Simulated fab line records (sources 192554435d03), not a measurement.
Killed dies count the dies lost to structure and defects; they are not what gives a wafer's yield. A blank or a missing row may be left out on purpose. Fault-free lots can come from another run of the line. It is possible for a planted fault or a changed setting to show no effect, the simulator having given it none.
Split-lot study :: flow n5 finfet :: 39 wafers read across 7 lots, on a route 1938 steps long

== THE SPLIT ==
At N5_BEOL_M4_DESCUM_16 (chemistry O2, time 7 s), the setting time s was moved away from the recipe's 7 s on 12 of the 39 wafers read, by -33.0% to +52.0%. For the rest of the wafers, this setting stayed at what the recipe calls for.

The reading is taken at the split's own step.

== THE READING ==
CAR-EUV_of_BEOL_M4_COAT_05.thk nm (the simulator's own value, which no gauge read), in nm, at N5_BEOL_M4_DESCUM_16 (chemistry O2, time 7 s). The file gives no usual value for it. Across the 27 wafers here that went through the recipe, the average is 26.1 nm and the standard deviation 0.091 nm.

wafer: L075.1
tool, chamber at the split: rie diel-06, 2
time s as run, s: 7
against the recipe: recipe
CAR-EUV_of_BEOL_M4_COAT_05.thk nm, nm: 26
against lot-mates on the recipe: -

wafer: L075.2
tool, chamber at the split: rie diel-06, 3,0,3
time s as run, s: 9.949
against the recipe: +42.1%
CAR-EUV_of_BEOL_M4_COAT_05.thk nm, nm: 24.6
against lot-mates on the recipe: -1.5

wafer: L075.4
tool, chamber at the split: rie diel-06, 3,0,3
time s as run, s: 9.949
against the recipe: +42.1%
CAR-EUV_of_BEOL_M4_COAT_05.thk nm, nm: 24.6
against lot-mates on the recipe: -1.5

wafer: L075.6
tool, chamber at the split: rie diel-06, 3,0,3
time s as run, s: 9.949
against the recipe: +42.1%
CAR-EUV_of_BEOL_M4_COAT_05.thk nm, nm: 24.6
against lot-mates on the recipe: -1.5

wafer: L075.3
tool, chamber at the split: rie diel-06, 0,2
time s as run, s: 7
against the recipe: recipe
CAR-EUV_of_BEOL_M4_COAT_05.thk nm, nm: 26.2
against lot-mates on the recipe: -

wafer: L075.5
tool, chamber at the split: rie diel-06, 0,2
time s as run, s: 7
against the recipe: recipe
CAR-EUV_of_BEOL_M4_COAT_05.thk nm, nm: 26.2
against lot-mates on the recipe: -

wafer: L079.1
tool, chamber at the split: rie diel-06, 3,2,1,0
time s as run, s: 7
against the recipe: recipe
CAR-EUV_of_BEOL_M4_COAT_05.thk nm, nm: 26
against lot-mates on the recipe: -

wafer: L079.2
tool, chamber at the split: rie diel-06, 3,2,1,0
time s as run, s: 7
against the recipe: recipe
CAR-EUV_of_BEOL_M4_COAT_05.thk nm, nm: 26
against lot-mates on the recipe: -

wafer: L079.3
tool, chamber at the split: rie diel-06, 3,2,1,0
time s as run, s: 7
against the recipe: recipe
CAR-EUV_of_BEOL_M4_COAT_05.thk nm, nm: 26
against lot-mates on the recipe: -

wafer: L079.6
tool, chamber at the split: rie diel-06, 3,2,1,0
time s as run, s: 7
against the recipe: recipe
CAR-EUV_of_BEOL_M4_COAT_05.thk nm, nm: 26
against lot-mates on the recipe: -

wafer: L079.4
tool, chamber at the split: rie diel-06, 0,1
time s as run, s: 7
against the recipe: recipe
CAR-EUV_of_BEOL_M4_COAT_05.thk nm, nm: 26.2
against lot-mates on the recipe: -

wafer: L079.5
tool, chamber at the split: rie diel-06, 0,1
time s as run, s: 7
against the recipe: recipe
CAR-EUV_of_BEOL_M4_COAT_05.thk nm, nm: 26.2
against lot-mates on the recipe: -

wafer: L082.1
tool, chamber at the split: rie diel-06, 1,2
time s as run, s: 10.64
against the recipe: +52.0%
CAR-EUV_of_BEOL_M4_COAT_05.thk nm, nm: 24.4
against lot-mates on the recipe: -1.8

wafer: L082.6
tool, chamber at the split: rie diel-06, 1,2
time s as run, s: 10.64
against the recipe: +52.0%
CAR-EUV_of_BEOL_M4_COAT_05.thk nm, nm: 24.4
against lot-mates on the recipe: -1.8

wafer: L082.2
tool, chamber at the split: rie diel-06, 0,2,3
time s as run, s: 7
against the recipe: recipe
CAR-EUV_of_BEOL_M4_COAT_05.thk nm, nm: 26.2
against lot-mates on the recipe: -

wafer: L082.3
tool, chamber at the split: rie diel-06, 0,2,3
time s as run, s: 7
against the recipe: recipe
CAR-EUV_of_BEOL_M4_COAT_05.thk nm, nm: 26.2
against lot-mates on the recipe: -

wafer: L082.4
tool, chamber at the split: rie diel-06, 0,2,3
time s as run, s: 7
against the recipe: recipe
CAR-EUV_of_BEOL_M4_COAT_05.thk nm, nm: 26.2
against lot-mates on the recipe: -

wafer: L082.5
tool, chamber at the split: rie diel-06, 1
time s as run, s: 10.64
against the recipe: +52.0%
CAR-EUV_of_BEOL_M4_COAT_05.thk nm, nm: 24.2
against lot-mates on the recipe: -2.0

wafer: L087.1
tool, chamber at the split: rie diel-05, 1,1,2
time s as run, s: 4.691
against the recipe: -33.0%
CAR-EUV_of_BEOL_M4_COAT_05.thk nm, nm: 27.2
against lot-mates on the recipe: +1.0

wafer: L087.5
tool, chamber at the split: rie diel-05, 1,1,2
time s as run, s: 4.691
against the recipe: -33.0%
CAR-EUV_of_BEOL_M4_COAT_05.thk nm, nm: 27.2
against lot-mates on the recipe: +1.0

wafer: L087.6
tool, chamber at the split: rie diel-05, 1,1,2
time s as run, s: 4.691
against the recipe: -33.0%
CAR-EUV_of_BEOL_M4_COAT_05.thk nm, nm: 27.2
against lot-mates on the recipe: +1.0

wafer: L087.2
tool, chamber at the split: rie diel-05, 2,0,0
time s as run, s: 7
against the recipe: recipe
CAR-EUV_of_BEOL_M4_COAT_05.thk nm, nm: 26.2
against lot-mates on the recipe: -

wafer: L087.3
tool, chamber at the split: rie diel-05, 2,0,0
time s as run, s: 7
against the recipe: recipe
CAR-EUV_of_BEOL_M4_COAT_05.thk nm, nm: 26.2
against lot-mates on the recipe: -

wafer: L087.4
tool, chamber at the split: rie diel-05, 2,0,0
time s as run, s: 7
against the recipe: recipe
CAR-EUV_of_BEOL_M4_COAT_05.thk nm, nm: 26.2
against lot-mates on the recipe: -

wafer: L095.1
tool, chamber at the split: rie diel-05, 0
time s as run, s: 8.951
against the recipe: +27.9%
CAR-EUV_of_BEOL_M4_COAT_05.thk nm, nm: 25.4
against lot-mates on the recipe: -0.7

wafer: L095.2
tool, chamber at the split: rie diel-05, 1,2
time s as run, s: 8.951
against the recipe: +27.9%
CAR-EUV_of_BEOL_M4_COAT_05.thk nm, nm: 25.2
against lot-mates on the recipe: -0.9

wafer: L095.6
tool, chamber at the split: rie diel-05, 1,2
time s as run, s: 8.951
against the recipe: +27.9%
CAR-EUV_of_BEOL_M4_COAT_05.thk nm, nm: 25.2
against lot-mates on the recipe: -0.9

wafer: L095.3
tool, chamber at the split: rie diel-05, 2,0
time s as run, s: 7
against the recipe: recipe
CAR-EUV_of_BEOL_M4_COAT_05.thk nm, nm: 26.2
against lot-mates on the recipe: -

wafer: L095.5
tool, chamber at the split: rie diel-05, 2,0
time s as run, s: 7
against the recipe: recipe
CAR-EUV_of_BEOL_M4_COAT_05.thk nm, nm: 26.2
against lot-mates on the recipe: -

wafer: L095.4
tool, chamber at the split: rie diel-05, 1
time s as run, s: 7
against the recipe: recipe
CAR-EUV_of_BEOL_M4_COAT_05.thk nm, nm: 26
against lot-mates on the recipe: -

wafer: L094.1
tool, chamber at the split: rie diel-05, 2,0,0
time s as run, s: 7
against the recipe: recipe
CAR-EUV_of_BEOL_M4_COAT_05.thk nm, nm: 26.2
against lot-mates on the recipe: -

wafer: L094.3
tool, chamber at the split: rie diel-05, 2,0,0
time s as run, s: 7
against the recipe: recipe
CAR-EUV_of_BEOL_M4_COAT_05.thk nm, nm: 26.2
against lot-mates on the recipe: -

wafer: L094.6
tool, chamber at the split: rie diel-05, 2,0,0
time s as run, s: 7
against the recipe: recipe
CAR-EUV_of_BEOL_M4_COAT_05.thk nm, nm: 26.2
against lot-mates on the recipe: -

wafer: L096.1
tool, chamber at the split: rie diel-06, 1,3
time s as run, s: 7
against the recipe: recipe
CAR-EUV_of_BEOL_M4_COAT_05.thk nm, nm: 26
against lot-mates on the recipe: -

wafer: L096.6
tool, chamber at the split: rie diel-06, 1,3
time s as run, s: 7
against the recipe: recipe
CAR-EUV_of_BEOL_M4_COAT_05.thk nm, nm: 26
against lot-mates on the recipe: -

wafer: L096.2
tool, chamber at the split: rie diel-06, 3,2,2,1
time s as run, s: 7
against the recipe: recipe
CAR-EUV_of_BEOL_M4_COAT_05.thk nm, nm: 26.2
against lot-mates on the recipe: -

wafer: L096.3
tool, chamber at the split: rie diel-06, 3,2,2,1
time s as run, s: 7
against the recipe: recipe
CAR-EUV_of_BEOL_M4_COAT_05.thk nm, nm: 26.2
against lot-mates on the recipe: -

wafer: L096.4
tool, chamber at the split: rie diel-06, 3,2,2,1
time s as run, s: 7
against the recipe: recipe
CAR-EUV_of_BEOL_M4_COAT_05.thk nm, nm: 26.2
against lot-mates on the recipe: -

wafer: L096.5
tool, chamber at the split: rie diel-06, 3,2,2,1
time s as run, s: 7
against the recipe: recipe
CAR-EUV_of_BEOL_M4_COAT_05.thk nm, nm: 26.2
against lot-mates on the recipe: -
The file does not say which wafer passed through which chamber wherever a row lists several chambers: such a row stands for several wafers.

FIT RESULTS
A straight line over all 39 wafers: CAR-EUV_of_BEOL_M4_COAT_05.thk nm changes by -0.0343 nm for each +1% of time s; r = -0.99; the points scatter about the line by 0.096 nm.
The same after taking each lot's own level away (the mean of its wafers on the recipe; 39 wafers): -0.0343 nm for each +1%; r = -0.99; scatter 0.093 nm.
On that fit, the largest move of time s shifts the reading by 1.8 nm.
The lots' own levels span 26.07 to 26.20 nm, that is 1.5 times the standard deviation above.
Consequently the slope shifts little with the lot-to-lot level, the two slopes agreeing.
Check: -1.8 nm against its lot-mates is what the line predicts for one of the wafers moved furthest among these (+52.0%) when that wafer is left out of the fit. Against them it came out at -1.8 nm.

== OTHER SPLITS APPLIED TO THESE WAFERS ==
Other splits were also applied to these wafers ahead of the reading. Each is held against what the fit with the lots' levels taken away leaves over:
other split on the same wafers: N5_ZERO_LAYER_PECVD_02 time s
wafers away from the commonest value: 18
r with CAR-EUV_of_BEOL_M4_COAT_05.thk nm (lot level and that fit taken away): +0.02

other split on the same wafers: N5_DUMMY_GATE_HM_DEP_06 time s
wafers away from the commonest value: 33
r with CAR-EUV_of_BEOL_M4_COAT_05.thk nm (lot level and that fit taken away): +0.11

other split on the same wafers: N5_HKMG_FIN_ALD_75 target thk a
wafers away from the commonest value: 12
r with CAR-EUV_of_BEOL_M4_COAT_05.thk nm (lot level and that fit taken away): +0.32

other split on the same wafers: N5_HKMG_FIN_ALD_72 ald cycles
wafers away from the commonest value: 15
r with CAR-EUV_of_BEOL_M4_COAT_05.thk nm (lot level and that fit taken away): +0.04

other split on the same wafers: N5_BEOL_M0_SAQP_PECVD_00 time s
wafers away from the commonest value: 15
r with CAR-EUV_of_BEOL_M4_COAT_05.thk nm (lot level and that fit taken away): +0.00

other split on the same wafers: N5_BEOL_M0_DEP_125 time s
wafers away from the commonest value: 15
r with CAR-EUV_of_BEOL_M4_COAT_05.thk nm (lot level and that fit taken away): +0.20

== FILE'S OWN FIT ==
CAR-EUV_of_BEOL_M4_COAT_05.thk nm changes by -0.0345 nm for each +1% of time s, r = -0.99.
